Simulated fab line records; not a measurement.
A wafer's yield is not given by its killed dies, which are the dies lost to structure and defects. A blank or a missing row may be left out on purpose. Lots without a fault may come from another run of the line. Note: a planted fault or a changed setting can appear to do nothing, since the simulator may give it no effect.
Chamber matching    flow nand harc    pecvd-04 running NHARC_A_CONTACT_DEP_24: 3 sister chambers
The step deposits SiO2, target thk 500 nm. 16 wafers are shown with their chamber, then 8 later ones without.

== WAFERS, EACH WITH ITS CHAMBER ==
wafer   chamber  throttle valve pct (%)  heater power w (W)
L078.2  2        15.2                    707
L078.4  1        15.8                    556
L078.6  2        15.2                    742
L086.1  1        16.1                    570
L086.2  0        16.5                    615
L086.4  0        16.4                    654
L087.2  1        15.8                    530
L087.3  0        16.4                    651
L087.6  0        16.3                    498
L090.1  1        15.9                    567
L090.4  0        16.5                    665
L090.6  1        16.2                    427
L091.1  0        16.4                    584
L091.3  1        15.9                    507
L091.6  1        16.1                    523
L092.1  1        15.9                    518

SIGNATURES (averages over the wafers above)
reading             chamber 0  chamber 1  chamber 2  scatter within a chamber
throttle valve pct  16.417     15.963     15.200     0.12
heater power w      611.17     524.75     724.50     52.1
Rule: distance of a wafer from a chamber = root of the sum over the readings of ((wafer's reading minus chamber's mean) / reading's scatter) squared. If the next closest chamber is less than 2 further off than the closest, the wafer can't be placed; otherwise it belongs to the closest. How the scatter is found: for the shown wafers, subtract from each reading the mean of its chamber, square and add these, divide the total by (wafers less chambers), then take the root.

== WAFERS MISSING THEIR CHAMBER ==
wafer   throttle valve pct (%)  heater power w (W)
L092.4  15.2                    689
L092.6  16.7                    581
L093.2  15.7                    506
L093.3  15.3                    712
L093.6  16.4                    620
L096.1  15.2                    725
L096.2  16.6                    554
L096.4  16.5                    580

== WHICH CHAMBER EACH WENT THROUGH ==
wafer   from the rows above  in truth
L092.4  2                    2
L092.6  0                    0
L093.2  1                    1
L093.3  2                    2
L093.6  0                    0
L096.1  2                    2
L096.2  0                    0
L096.4  0                    0
Placed correctly: 8 of 8. Left unplaced by these rows: 0. Number placed wrongly: 0.
